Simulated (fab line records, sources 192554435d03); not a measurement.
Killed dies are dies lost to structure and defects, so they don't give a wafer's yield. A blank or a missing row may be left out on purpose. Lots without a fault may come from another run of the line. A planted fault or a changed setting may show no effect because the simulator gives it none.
fab line records | flow n5_finfet
record lots=9 wafers=25 last_day=17
route steps=1938 shown BEOL_M4@1111 TV_LITHO@1886 PAD_METAL@1896 PASSIVATION@1908
lots that met no fault: from a run of the same line without faults
start_h: hours from the record's first day to the start of the lot's first wafer shown | wait_h: hours since the lot's step before | " the same as in the row above | L1.1+2: a row that stands for several wafers | - no value, or no start given | * or withheld: withheld | < > ~ a bound
route shown NAME@n: a module of which the file shows steps, and the number in the route of the first | usual: mean/standard deviation of fault-free wafers | same: alike in all rows | chamber/n: place in a boat | sites: the reading at each site | _std_site: their standard deviation | _edge_site: outer sites' mean less inner sites' | radius_mm: how far each site lies from the wafer's centre | mask NAME#n: copy n | behind: the tool/chamber that last shaped the wafer | hold: why the lot was held/for how many hours/how that ended | device: the transistor (n, p or np) that didn't switch | end of line: the same wafers' tests at the end of the route | a step without rows: its recipe alone | killed: dies lost to structure and defects at the first sort, not the wafer's yield | map: a wafer's dies, x killed, . not, _ none there
set.NAME: the setting as run; set.NAME@STEP: as run at that earlier step | model.NAME: the simulator's own value behind a step, which no gauge read
steps of the route over a sample of lots; a table a step, a row a wafer
services: from which hour (start_h, from the record's first day; less than 0 if before it) a tool's chamber was out of use, for how many hours, and why
## steps
# step N5_BEOL_M4_RC_MEAS_101
# usual DIBL_N=36.1/2 DIBL_P=36.3/2.4 IOFF_N=0.15/0.035 IOFF_P=0.21/0.039 ION_N=672/15 ION_P=463/9.7 SS_N=71.5/0.7 SS_P=73.2/0.75 VT_N=251/3.6 VT_P=-250/3.8
# columns lot.wafer tool chamber start_h wait_h DIBL_N[mV/V] DIBL_P[mV/V] IOFF_N[nA/um] IOFF_P[nA/um] ION_N[uA/um] ION_P[uA/um] SS_N[mV/dec] SS_P[mV/dec] VT_N[mV] VT_P[mV]
L627.2 prober-02 0 192.02 0.2 35.3 37.2 0.12 0.16 675 453 71.4 73.3 253 -258
L627.3 " 0 " " 31.4 32.2 0.08 0.11 637 439 69.7 71.6 260 -262
L627.4 " 0 " " 32.5 32.9 0.08 0.11 631 434 70.5 72.3 261 -262
L630.3 prober-02 0 206.71 0.3 39.7 39.7 0.20 0.22 671 456 72.8 74.2 247 -252
L630.4 " 0 " " 37.9 38.4 0.16 0.20 676 462 72.7 73.3 250 -257
L630.6 " 0 " " 37.7 38.9 0.17 0.20 669 453 72.5 73.7 249 -253
L632.1 prober-02 0 214.54 0.2 34.1 33.7 0.12 0.15 684 466 70.5 72.0 253 -255
L632.2 " 0 " " 35.3 35.3 0.12 0.18 657 461 71.7 73.2 255 -255
L632.3 " 0 " " 35.2 34.5 0.12 0.16 653 458 71.4 73.0 254 -257
L640.1 prober-02 0 276.00 0.0 33.3 33.1 0.13 0.18 667 452 70.4 72.3 250 -254
L640.3 " 0 " " 38.0 38.7 0.20 0.27 680 462 72.8 73.7 247 -248
L640.5 " 0 " " 34.9 33.5 0.13 0.17 664 451 72.6 73.3 253 -250
L641.2 prober-02 0 279.34 0.2 37.7 37.9 0.17 0.25 685 477 72.1 73.7 249 -248
L641.4 " 0 " " 36.5 36.8 0.17 0.25 682 478 71.6 73.6 249 -247
L641.6 " 0 " " 33.0 32.1 0.10 0.16 655 458 70.3 71.6 259 -254
L642.2 prober-02 0 284.55 0.2 40.0 41.2 0.21 0.27 683 461 72.2 74.7 249 -249
L642.6 " 0 " " 42.3 42.9 0.26 0.31 692 468 73.1 75.0 243 -245
L643.2 prober-01 0 284.75 0.2 36.2 37.2 0.15 0.19 660 455 71.9 73.4 251 -253
L643.3 " 0 " " 37.4 38.7 0.18 0.21 691 469 71.7 73.3 248 -250
L647.3 prober-02 0 306.90 0.3 37.6 36.7 0.17 0.24 673 467 71.1 74.5 249 -247
L647.5 " 0 " " 35.1 33.4 0.13 0.19 661 461 70.7 72.1 252 -249
L647.6 " 0 " " 38.3 38.3 0.19 0.27 701 481 71.2 73.5 247 -243
L646.2 prober-01 0 311.10 0.2 36.3 35.1 0.13 0.21 647 451 71.1 72.2 254 -247
L646.4 " 0 " " 39.6 39.1 0.19 0.27 680 464 72.3 73.1 246 -248
L646.6 " 0 " " 36.0 34.1 0.12 0.19 656 458 71.3 72.6 256 -253
# step N5_PASSIVATION_DESCUM_12
# recipe chemistry=O2 time_s=7.9 source_power_w=50 bias_power_w=20 pressure_mtorr=20 rf_frequency_hz=2.712e+07 temp_c=40 o2_flow_sccm=225
# usual drypump_motor_current_A=6.0/0.48 oes_product_au=0.81/0.074 rf_vpp_V=242.7/1.2 showerhead_plenum_p_Torr=2.08/0.063 temp_c=40.01/0.11 throttle_valve_pct=20.35/0.24
# columns lot.wafer tool chamber start_h wait_h drypump_motor_current_A oes_product_au rf_hours_counter_h rf_vpp_V showerhead_plenum_p_Torr temp_c throttle_valve_pct
L627.2 rie_diel-03 2 283.67 0.3 6.6 0.88 44 241.2 2.14 40.09 20.27
L627.3 " 1 " " 5.7 0.73 207 239.9 1.98 40.10 20.69
L627.4 " 3 " " 5.7 0.67 246 244.9 2.15 40.08 20.69
L630.3 rie_diel-03 2 306.01 0.1 6.6 0.87 51 242.7 2.14 39.89 20.27
L630.4 " 2 " " 6.6 0.87 - 243.8 2.14 39.90 20.29
L630.6 " 1 " " 5.7 0.71 - 240.3 1.98 39.87 20.71
L632.1 rie_diel-06 0 307.19 0.2 6.1 0.79 117 244.3 2.12 39.89 20.76
L632.2 " 3 " " 5.4 0.84 75 244.2 2.22 40.00 20.30
L632.3 " 1 " " 5.5 0.89 44 243.0 2.04 40.00 20.23
L640.1 rie_diel-02 0 365.00 0.0 6.3 0.93 13 242.2 2.15 40.06 19.88
L640.3 " 3 " " 5.3 0.78 111 242.7 2.01 39.70 20.26
L640.5 " 2 " " 6.1 0.86 - 241.2 2.04 40.11 20.41
L641.2 rie_diel-02 0 374.21 0.3 6.3 0.91 16 243.5 2.14 40.14 19.87
L641.4 " 2 " " 6.1 0.84 58 241.1 2.04 40.20 20.41
L641.6 " 2 " " 6.1 0.85 - 242.1 2.04 39.91 20.40
L642.2 rie_diel-02 2 380.72 0.1 6.1 0.85 61 243.8 2.03 40.03 20.41
L642.6 " 2 " " 6.2 0.86 - 243.3 2.03 40.08 20.42
L643.2 rie_diel-03 0 391.76 0.1 6.2 0.86 69 240.8 2.03 40.02 19.97
L643.3 " 3 " " 5.7 0.90 26 243.5 2.14 40.05 20.35
L647.3 rie_diel-02 1 407.02 0.8 6.6 0.73 167 243.9 2.09 40.05 20.31
L647.5 " 3 " " 5.3 0.76 - 241.4 2.01 40.06 20.29
L647.6 " 2 " " 6.1 0.83 - 240.6 2.03 39.90 20.44
L646.2 rie_diel-06 1 407.03 0.6 5.5 0.85 69 243.8 2.03 40.01 20.28
L646.4 " 3 " " 5.4 0.81 100 245.3 2.21 39.96 20.35
L646.6 " 2 " " 5.3 0.69 - 242.8 2.06 40.09 20.80
# step N5_PASSIVATION_AL_DEP_21
# recipe material=Al target_thk_a=28000 temp_c=400 time_s=170 power_w=30000 chamber_pressure_pa=0.4 gas=Ar
# usual susceptor_temp_C=400.03/0.2 throttle_valve_pct=29.6/0.92
# columns lot.wafer tool chamber start_h wait_h susceptor_temp_C throttle_valve_pct
L627.2 pvd_sputter-02 - 284.43 0.1 399.66 29.5
L627.3 " - " " 400.14 30.9
L627.4 " - " " 399.75 29.6
L630.3 pvd_sputter-03 - 307.43 0.1 400.02 28.9
L630.4 " - " " 400.01 29.6
L630.6 " - " " 400.57 28.9
L632.1 pvd_sputter-02 - 307.99 0.1 399.76 29.7
L632.2 " - " " 399.92 27.7
L632.3 " - " " 399.87 30.8
L640.1 pvd_sputter-03 - 368.29 0.1 399.73 29.5
L640.3 " - " " 400.11 30.2
L640.5 " - " " 400.09 30.0
L641.2 pvd_sputter-02 - 375.23 0.1 399.88 30.8
L641.4 " - " " 400.21 29.4
L641.6 " - " " 400.02 31.1
L642.2 pvd_sputter-02 - 381.68 0.1 399.81 27.7
L642.6 " - " " 399.59 27.7
L643.2 pvd_sputter-02 - 392.80 0.1 400.31 29.4
L643.3 " - " " 400.10 31.0
L647.3 pvd_sputter-03 - 407.89 0.1 400.05 28.8
L647.5 " - " " 399.80 30.1
L647.6 " - " " 399.98 29.9
L646.2 pvd_sputter-02 - 408.16 0.1 399.75 31.3
L646.4 " - " " 400.23 29.5
L646.6 " - " " 399.95 29.8
# step N5_PASSIVATION_DESCUM_32
# recipe chemistry=O2 time_s=7.9 source_power_w=50 bias_power_w=20 pressure_mtorr=20 rf_frequency_hz=2.712e+07 temp_c=40 o2_flow_sccm=225
# usual drypump_motor_current_A=5.5/0.38 oes_product_au=0.78/0.082 rf_vpp_V=242.7/1.7 showerhead_plenum_p_Torr=2.06/0.093 temp_c=40.00/0.13 throttle_valve_pct=20.4/0.33
# columns lot.wafer tool chamber start_h wait_h drypump_motor_current_A oes_product_au rf_hours_counter_h rf_vpp_V showerhead_plenum_p_Torr temp_c throttle_valve_pct
L627.2 rie_diel-04 0 285.03 0.1 6.0 0.84 52 243.1 2.12 40.03 20.2
L627.3 " 3 " " 5.1 0.83 43 243.0 2.14 40.01 19.9
L627.4 " 2 " " 5.7 0.89 23 245.2 2.11 39.97 20.4
L630.3 rie_diel-01 3 308.11 0.0 5.9 0.69 239 243.3 2.18 40.08 20.8
L630.4 " 0 " " 6.0 0.86 81 243.3 2.00 40.05 20.1
L630.6 " 0 " " 6.0 0.86 - 242.2 2.00 39.99 20.1
L632.1 rie_diel-01 1 308.55 0.0 5.2 0.72 197 242.2 2.05 39.91 20.5
L632.2 " 0 " " 6.0 0.85 81 241.7 2.00 39.92 20.1
L632.3 " 2 " " 5.4 0.78 115 243.0 2.15 39.95 20.7
L640.1 rie_diel-05 0 368.85 0.0 4.8 0.97 4 244.1 2.20 40.07 20.0
L640.3 " 2 " " 5.7 0.71 216 240.1 1.91 40.08 21.1
L640.5 " 1 " " 5.5 0.72 - 241.6 2.01 39.93 20.3
L641.2 rie_diel-04 1 375.82 0.1 5.6 0.88 61 244.7 2.19 40.04 20.1
L641.4 " 2 " " 5.6 0.85 56 242.7 2.10 40.11 20.5
L641.6 " 2 " " 5.6 0.84 - 241.6 2.10 40.10 20.5
L642.2 rie_diel-05 3 382.36 0.0 5.0 0.87 28 244.4 2.13 39.81 20.1
L642.6 " 2 " " 5.7 0.71 - 240.3 1.91 39.99 21.1
L643.2 rie_diel-05 2 393.36 0.0 5.7 0.71 225 241.6 1.91 39.69 21.1
L643.3 " 1 " " 5.6 0.72 153 243.1 2.01 39.93 20.3
L647.3 rie_diel-05 0 408.57 0.0 4.9 0.92 18 245.3 2.20 40.16 20.1
L647.5 " 1 " " 5.6 0.71 - 241.9 2.00 40.10 20.3
L647.6 " 2 " " 5.7 0.70 - 239.3 1.91 40.22 21.1
L646.2 rie_diel-05 3 408.72 0.0 5.0 0.86 38 245.0 2.13 39.84 20.2
L646.4 " 2 " " 5.7 0.70 231 239.2 1.91 39.89 21.1
L646.6 " 0 " " 4.9 0.92 - 243.1 2.20 40.13 20.1
# step N5_PASSIVATION_ETCH_54
# recipe chemistry=CHF3/O2 target=SiO2 target_depth_a=8800 CHF3_flow_sccm=50 O2_flow_sccm=5 Ar_flow_sccm=200 time_s=440 mask_material=PR pressure_mtorr=30 source_w=650 bias_w=170 ion_energy_ev=200
# usual CHF3_flow_sccm=50.04/0.15 O2_flow_sccm=4.999/0.015 drypump_motor_current_A=5.5/0.38 oes_product_au=0.79/0.074 rf_vpp_V=533/20 showerhead_plenum_p_Torr=2.40/0.094 throttle_valve_pct=18.79/0.25
# columns lot.wafer tool chamber start_h wait_h CHF3_flow_sccm O2_flow_sccm drypump_motor_current_A oes_product_au rf_hours_counter_h rf_vpp_V showerhead_plenum_p_Torr throttle_valve_pct
L627.2 rie_diel-04 0 287.18 0.1 49.88 5.031 6.0 0.84 52 538 2.47 18.73
L627.3 " 1 " " 49.96 4.999 5.6 0.91 31 523 2.58 18.74
L627.4 " 2 " " 49.96 4.997 5.7 0.89 24 554 2.48 18.99
L632.1 rie_diel-04 1 310.72 0.1 - - - - - - - -
L632.2 " 3 " " - - - - - - - -
L632.3 " 2 " " - - - - - - - -
L630.3 rie_diel-05 1 311.17 0.1 - - - - - - - -
L630.4 " 2 " " - - - - - - - -
L630.6 " 0 " " - - - - - - - -
L640.1 rie_diel-04 1 371.28 0.1 49.82 4.989 5.6 0.86 59 524 2.57 18.81
L640.3 " 2 " " 49.78 5.000 5.7 0.84 54 553 2.46 19.06
L640.5 " 3 " " 50.20 5.011 5.0 0.81 - 514 2.43 18.31
L641.2 rie_diel-04 2 378.31 0.1 49.80 5.012 5.7 0.84 57 556 2.46 19.06
L641.4 " 3 " " 49.77 5.021 5.0 0.80 76 514 2.43 18.32
L641.6 " 3 " " 49.88 4.994 5.0 0.80 - 514 2.43 18.33
L642.2 rie_diel-05 3 384.63 0.1 50.15 5.020 5.0 0.87 29 513 2.44 18.52
L642.6 " 2 " " 49.94 5.007 5.7 0.72 - 515 2.20 19.32
L643.2 rie_diel-04 0 395.68 0.1 49.86 5.020 6.0 0.78 88 538 2.46 18.78
L643.3 " 1 " " 50.14 4.998 5.6 0.85 67 522 2.57 18.82
L647.3 rie_diel-04 1 410.60 0.1 50.03 5.008 5.6 0.86 71 525 2.56 18.83
L647.5 " 0 " " 50.12 5.011 6.0 0.79 - 537 2.46 18.78
L647.6 " 3 " " 49.90 4.981 5.0 0.79 - 513 2.43 18.33
L646.2 rie_diel-05 1 410.91 0.1 49.91 4.988 5.6 0.72 160 522 2.32 18.75
L646.4 " 0 " " 50.02 4.998 4.9 0.90 19 519 2.54 18.55
L646.6 " 1 " " 49.93 5.000 5.6 0.72 - 522 2.32 18.75
# step N5_PASSIVATION_PROBE_49
# usual defect_limited_yield=91.1/1.6 killed_at_M0_to_M3=35/11 killed_at_M4_up=13/5.4 killed_at_contacts=13/6.5 killed_at_front_end=40/14 killed_at_other=4/3.1 killed_dies=105/18 killed_on_rim=14/4.1 killed_open=69/14 killed_short=34/7.3 sort_bin_5_function=5.2/0.96 sort_bin_6_memory=3.4/0.77 sort_bin_8_speed=0.02/0.13 sort_n_pass=1075/19
# same gross_dies=1180 killed_at_back_side=0 sort_bin_4_leakage[%]=0
# columns lot.wafer tool chamber start_h wait_h defect_limited_yield[%] killed_at_M0_to_M3 killed_at_M4_up killed_at_contacts killed_at_front_end killed_at_other killed_dies killed_on_rim killed_open killed_short sort_bin_5_function[%] sort_bin_6_memory[%] sort_bin_8_speed[%] sort_n_pass
L627.2 prober-02 - 290.47 0.1 90.6 40 12 5 50 4 111 14 61 44 5.3 3.8 0 1069
L627.3 prober-02 - 290.52 0.1 93.8 22 9 2 32 8 73 15 47 26 3.3 2.5 0 1107
L627.4 prober-02 - 290.57 0.2 90.1 52 21 3 40 1 117 16 77 34 5.5 4.2 1.44 1046
L632.1 prober-02 - 313.51 0.0 0 16 12 7 30 1115 1180 152 46 20 97.2 2.6 0 0
L632.2 prober-02 - 313.56 0.1 0 39 4 6 51 1080 1180 152 67 35 96.0 3.6 0 0
L632.3 prober-02 - 313.61 0.1 0 40 3 17 46 1074 1180 152 73 45 96.0 3.6 0 0
L630.3 prober-02 - 314.05 0.1 0 35 14 17 39 1075 1180 152 72 36 96.2 3.6 0 0
L630.4 prober-02 - 314.10 0.2 0 42 12 14 28 1084 1180 152 71 30 96.4 3.3 0 0
L630.6 prober-02 - 314.20 0.3 0 31 9 26 38 1076 1180 152 74 30 96.8 3.1 0 0
L640.1 prober-01 - 374.06 0.0 92.6 25 22 10 26 4 87 12 62 20 4.7 2.2 0 1093
L640.3 prober-01 - 374.16 0.1 92.8 26 15 9 28 7 85 11 56 25 4.0 3.1 0 1095
L640.5 prober-01 - 374.26 0.2 92.1 23 18 6 44 2 93 17 58 30 4.5 2.8 0 1087
L641.2 prober-02 - 381.19 0.1 89.7 57 10 10 43 2 122 17 75 42 6.4 3.5 0 1058
L641.4 prober-02 - 381.29 0.2 88.8 55 8 15 51 3 132 20 92 40 6.4 4.2 0 1048
L641.6 prober-02 - 381.39 0.3 88.2 54 10 19 56 0 139 12 94 41 7.5 3.6 0 1041
L642.2 prober-02 - 387.46 0.1 86.1 45 8 14 91 6 164 23 113 50 8.8 4.9 0 1016
L642.6 prober-02 - 387.66 0.3 87.5 40 14 11 78 5 148 22 106 32 7.5 4.2 0 1032
L643.2 prober-02 - 398.51 0.1 91.1 45 13 13 32 2 105 11 75 30 5.3 3.1 0 1075
L643.3 prober-02 - 398.56 0.1 90.8 52 16 11 28 1 108 15 76 30 4.7 3.9 0 1072
L646.2 prober-01 - 413.74 0.1 89.6 47 11 11 48 6 123 16 89 30 6.7 3.7 0 1057
L646.4 prober-01 - 413.84 0.2 90.4 35 12 8 53 5 113 10 71 39 5.6 3.4 0 1067
L646.6 prober-01 - 413.94 0.3 90.1 36 14 18 46 3 117 16 72 42 5.8 3.5 0 1063
L647.3 prober-02 - 413.90 0.1 88.7 29 21 11 72 0 133 10 93 35 6.2 4.5 0.34 1047
L647.5 prober-02 - 414.00 0.2 91.9 23 8 14 49 1 95 16 61 33 4.7 3.2 0 1085
L647.6 prober-02 - 414.05 0.3 91.8 16 20 10 43 8 97 8 74 21 4.9 3.2 0 1083
# killed by level:class
L627.2 FIN_SAQP:geometric_particle:short=12 BEOL_M0_SAQP:geometric_particle:short=10 GATE_CUT:geometric_particle:short=9 DUMMY_GATE:geometric_particle:open=8 FIN_SAQP:geometric_particle:open=7 BEOL_M1:geometric_particle:open=7 BEOL_M3:geometric_particle:open=7 BEOL_M4:geometric_particle:open=6
L627.3 FIN_SAQP:geometric_particle:short=8 BEOL_M4:geometric_particle:open=8 BEOL_M3:geometric_particle:open=6 BEOL_M2:geometric_particle:open=5 FIN_SAQP:geometric_particle:open=4 BEOL_M3:geometric_particle:short=4 STARTING-WAFER:geometric_particle:short=4 DUMMY_GATE:geometric_particle:open=3
L627.4 BEOL_M0_SAQP:geometric_particle:open=15 BEOL_M4:geometric_particle:open=13 BEOL_M1:geometric_particle:open=11 BEOL_M0_SAQP:geometric_particle:short=11 DUMMY_GATE:geometric_particle:open=9 STI_FIN_REVEAL:geometric_particle:open=8 FIN_SAQP:geometric_particle:short=5 BEOL_M2:geometric_particle:open=5
L632.1 PASSIVATION:area_etch=1111 MOL_CONTACT_COAG:geometric_particle:open=7 FIN_SAQP:geometric_particle:short=5 FIN_SAQP:geometric_particle:open=5 STARTING-WAFER:geometric_particle:open=4 BEOL_M0:geometric_particle:open=4 BEOL_M1:geometric_particle:open=4 BEOL_M7:geometric_particle:open=4
L632.2 PASSIVATION:area_etch=1075 BEOL_M0_SAQP:geometric_particle:open=14 STI_FIN_REVEAL:geometric_particle:open=12 FIN_SAQP:geometric_particle:open=10 BEOL_M0_SAQP:geometric_particle:short=10 FIN_SAQP:geometric_particle:short=8 GATE_CUT:geometric_particle:short=8 BEOL_M3:geometric_particle:open=7
L632.3 PASSIVATION:area_etch=1062 MOL_CONTACT_COAG:geometric_particle:open=11 BEOL_M1:geometric_particle:open=10 GATE_CUT:geometric_particle:short=9 BEOL_M2:geometric_particle:open=8 FIN_SAQP:geometric_particle:open=6 STI_FIN_REVEAL:geometric_particle:open=6 GATE_CUT:geometric_particle:open=6
L630.3 PASSIVATION:area_etch=1072 MOL_CONTACT_COAG:geometric_particle:open=13 STI_FIN_REVEAL:geometric_particle:open=12 BEOL_M2:geometric_particle:open=12 FIN_SAQP:geometric_particle:short=7 BEOL_M1:geometric_particle:open=5 BEOL_M5:geometric_particle:open=5 STI_FIN_REVEAL:geometric_particle:short=4
L630.4 PASSIVATION:area_etch=1078 BEOL_M2:geometric_particle:open=16 MOL_CONTACT_COAG:geometric_particle:open=10 STI_FIN_REVEAL:geometric_particle:open=7 BEOL_M0_SAQP:geometric_particle:open=7 BEOL_M0_SAQP:geometric_particle:short=5 MOL_CONTACT_COAG:geometric_particle:short=4 BEOL_M2:geometric_particle:short=4
L630.6 PASSIVATION:area_etch=1075 MOL_CONTACT_COAG:geometric_particle:open=21 BEOL_M2:geometric_particle:open=11 FIN_SAQP:geometric_particle:open=9 STI_FIN_REVEAL:geometric_particle:open=5 BEOL_M3:geometric_particle:open=5 MOL_CONTACT_COAG:geometric_particle:short=5 STARTING-WAFER:geometric_particle:short=5
L640.1 BEOL_M4:geometric_particle:open=15 MOL_CONTACT_COAG:geometric_particle:open=9 BEOL_M1:geometric_particle:open=6 FIN_SAQP:geometric_particle:open=4 STI_FIN_REVEAL:geometric_particle:open=4 BEOL_M0_SAQP:geometric_particle:short=4 BEOL_M3:geometric_particle:open=4 BEOL_M2:geometric_particle:open=4
L640.3 BEOL_M4:geometric_particle:open=9 MOL_CONTACT_COAG:geometric_particle:open=7 DUMMY_GATE:geometric_particle:open=6 BEOL_M0_SAQP:geometric_particle:open=6 BEOL_M2:geometric_particle:open=6 FIN_SAQP:geometric_particle:open=5 BEOL_M1:geometric_particle:open=5 PASS1_CAP:geometric_particle:open=4
L640.5 STI_FIN_REVEAL:geometric_particle:open=9 FIN_SAQP:geometric_particle:short=8 BEOL_M4:geometric_particle:short=7 MOL_CONTACT_COAG:geometric_particle:open=6 BEOL_M0_SAQP:geometric_particle:open=6 BEOL_M1:geometric_particle:open=6 DUMMY_GATE:geometric_particle:open=5 BEOL_M0_SAQP:geometric_particle:short=5
L641.2 BEOL_M0_SAQP:geometric_particle:open=14 FIN_SAQP:geometric_particle:open=13 BEOL_M1:geometric_particle:open=11 BEOL_M3:geometric_particle:open=9 BEOL_M0_SAQP:geometric_particle:short=8 MOL_CONTACT_COAG:geometric_particle:open=7 FIN_SAQP:geometric_particle:short=6 BEOL_M1:geometric_particle:short=6
L641.4 STI_FIN_REVEAL:geometric_particle:open=22 BEOL_M3:geometric_particle:open=15 MOL_CONTACT_COAG:geometric_particle:open=14 BEOL_M1:geometric_particle:open=11 BEOL_M0_SAQP:geometric_particle:open=9 BEOL_M0_SAQP:geometric_particle:short=9 FIN_SAQP:geometric_particle:short=6 DUMMY_GATE:geometric_particle:open=5
L641.6 STI_FIN_REVEAL:geometric_particle:open=25 MOL_CONTACT_COAG:geometric_particle:open=17 BEOL_M0_SAQP:geometric_particle:open=10 BEOL_M1:geometric_particle:short=10 BEOL_M1:geometric_particle:open=10 BEOL_M0_SAQP:geometric_particle:short=8 FIN_SAQP:geometric_particle:open=7 FIN_SAQP:geometric_particle:short=6
L642.2 FIN_SAQP:geometric_particle:open=23 STI_FIN_REVEAL:geometric_particle:open=23 BEOL_M3:geometric_particle:open=18 FIN_SAQP:geometric_particle:short=15 MOL_CONTACT_COAG:geometric_particle:open=11 BEOL_M2:geometric_particle:open=11 STI_FIN_REVEAL:geometric_particle:short=7 GATE_CUT:geometric_particle:short=6
L642.6 FIN_SAQP:geometric_particle:open=26 STI_FIN_REVEAL:geometric_particle:open=15 BEOL_M2:geometric_particle:open=14 BEOL_M4:geometric_particle:open=10 MOL_CONTACT_COAG:geometric_particle:open=9 FIN_SAQP:geometric_particle:short=8 BEOL_M1:geometric_particle:open=8 BEOL_M3:geometric_particle:open=8
L643.2 MOL_CONTACT_COAG:geometric_particle:open=10 BEOL_M0_SAQP:geometric_particle:short=10 BEOL_M3:geometric_particle:open=9 BEOL_M0_SAQP:geometric_particle:open=8 BEOL_M2:geometric_particle:open=8 STI_FIN_REVEAL:geometric_particle:open=7 FIN_SAQP:geometric_particle:open=6 BEOL_M1:geometric_particle:open=6
L643.3 BEOL_M0_SAQP:geometric_particle:open=16 BEOL_M0_SAQP:geometric_particle:short=13 MOL_CONTACT_COAG:geometric_particle:open=11 BEOL_M3:geometric_particle:open=8 BEOL_M4:geometric_particle:open=8 FIN_SAQP:geometric_particle:open=7 BEOL_M1:geometric_particle:open=6 FIN_SAQP:geometric_particle:short=5
L646.2 STI_FIN_REVEAL:geometric_particle:open=19 BEOL_M2:geometric_particle:open=19 MOL_CONTACT_COAG:geometric_particle:open=9 DUMMY_GATE:geometric_particle:open=8 BEOL_M0_SAQP:geometric_particle:open=7 BEOL_M3:geometric_particle:open=6 FIN_SAQP:geometric_particle:short=5 BEOL_M0_SAQP:geometric_particle:short=5
L646.4 STI_FIN_REVEAL:geometric_particle:open=13 FIN_SAQP:geometric_particle:short=11 BEOL_M0_SAQP:geometric_particle:open=9 DUMMY_GATE:geometric_particle:open=8 FIN_SAQP:geometric_particle:open=7 MOL_CONTACT_COAG:geometric_particle:open=7 BEOL_M0_SAQP:geometric_particle:short=6 BEOL_M3:geometric_particle:short=5
L647.3 STI_FIN_REVEAL:geometric_particle:open=25 FIN_SAQP:geometric_particle:open=17 FIN_SAQP:geometric_particle:short=11 BEOL_M4:geometric_particle:open=11 MOL_CONTACT_COAG:geometric_particle:open=10 DUMMY_GATE:geometric_particle:open=5 BEOL_M1:geometric_particle:short=5 BEOL_M1:geometric_particle:open=5
L646.6 STI_FIN_REVEAL:geometric_particle:open=15 MOL_CONTACT_COAG:geometric_particle:open=14 BEOL_M0_SAQP:geometric_particle:short=8 BEOL_M0_SAQP:geometric_particle:open=6 BEOL_M3:geometric_particle:short=6 DUMMY_GATE:geometric_particle:open=5 FIN_SAQP:geometric_particle:short=4 GATE_CUT:geometric_particle:open=4
L647.5 FIN_SAQP:geometric_particle:open=18 MOL_CONTACT_COAG:geometric_particle:open=10 BEOL_M1:geometric_particle:short=9 DUMMY_GATE:geometric_particle:open=6 STARTING-WAFER:geometric_particle:open=6 FIN_SAQP:geometric_particle:short=5 BEOL_M1:geometric_particle:open=5 STARTING-WAFER:geometric_particle:short=5
L647.6 FIN_SAQP:geometric_particle:open=17 DUMMY_GATE:geometric_particle:open=11 BEOL_M4:geometric_particle:open=10 MOL_CONTACT_COAG:geometric_particle:open=8 FIN_SAQP:geometric_particle:short=5 BEOL_M3:geometric_particle:open=5 PAD_METAL:geometric_particle:open=4 BEOL_M0:geometric_particle:open=3
## services
# columns tool chamber start_h hours kind
rie_diel-01 - 259.93 15.6 pm
rie_diel-05 3 266.21 - clean
rie_diel-05 3 266.21 - consumable_replace:focus_ring
rie_diel-05 3 266.21 19.3 scheduled_down
rie_diel-05 3 266.21 19.3 vent_cycle
rie_diel-06 1 268.83 5.7 repair
rie_diel-01 1 286.84 1.3 repair
rie_diel-03 0 288.35 3.7 repair
rie_diel-05 3 295.88 15.1 repair
rie_diel-02 0 307.50 - clean
rie_diel-02 0 307.50 - consumable_replace:focus_ring
rie_diel-01 0 311.92 8.4 repair
rie_diel-05 0 314.81 2.2 repair
rie_diel-05 0 342.27 - clean
rie_diel-05 0 342.27 - consumable_replace:focus_ring
rie_diel-05 0 342.27 - consumable_replace:showerhead
rie_diel-05 0 342.27 16.1 scheduled_down
rie_diel-05 0 342.27 16.1 vent_cycle
rie_diel-06 - 351.47 2.8 pm
pvd_sputter-03 - 355.57 0.7 repair
pvd_sputter-02 - 365.16 1.1 repair
rie_diel-06 - 371.00 14.6 pm
rie_diel-02 0 376.49 31.0 repair
pvd_sputter-03 - 378.37 1.7 repair
## key
first_sign step=N5_PASSIVATION_ETCH_54 reading=tool_record direction=missing
effect step=N5_PASSIVATION_PROBE_49 reading=killed_at_other direction=up sigmas=99+ usual=4 struck=1084
more_kills_born_at N5_PASSIVATION_ETCH_54@rie_diel-04=3248 N5_PASSIVATION_ETCH_54@rie_diel-05=3225
met_at N5_PASSIVATION_ETCH_54
struck_lots L630,L632
later_rows_left_out L630.3,L630.4,L630.6,L632.1,L632.2,L632.3
not_acting_at N5_PASSIVATION_DESCUM_12,N5_PASSIVATION_AL_DEP_21,N5_PASSIVATION_DESCUM_32
onset_between 287.18 310.72
fault kind=skipped_step_whole tool=rie_diel-04,rie_diel-05 chamber=- onset_h=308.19 steps=N5_PASSIVATION_ETCH_54 scope=struck_lots_only
# later_rows_left_out: the simulator's readings of these wafers behind a module that went badly wrong aren't trusted and aren't shown, but for the sort
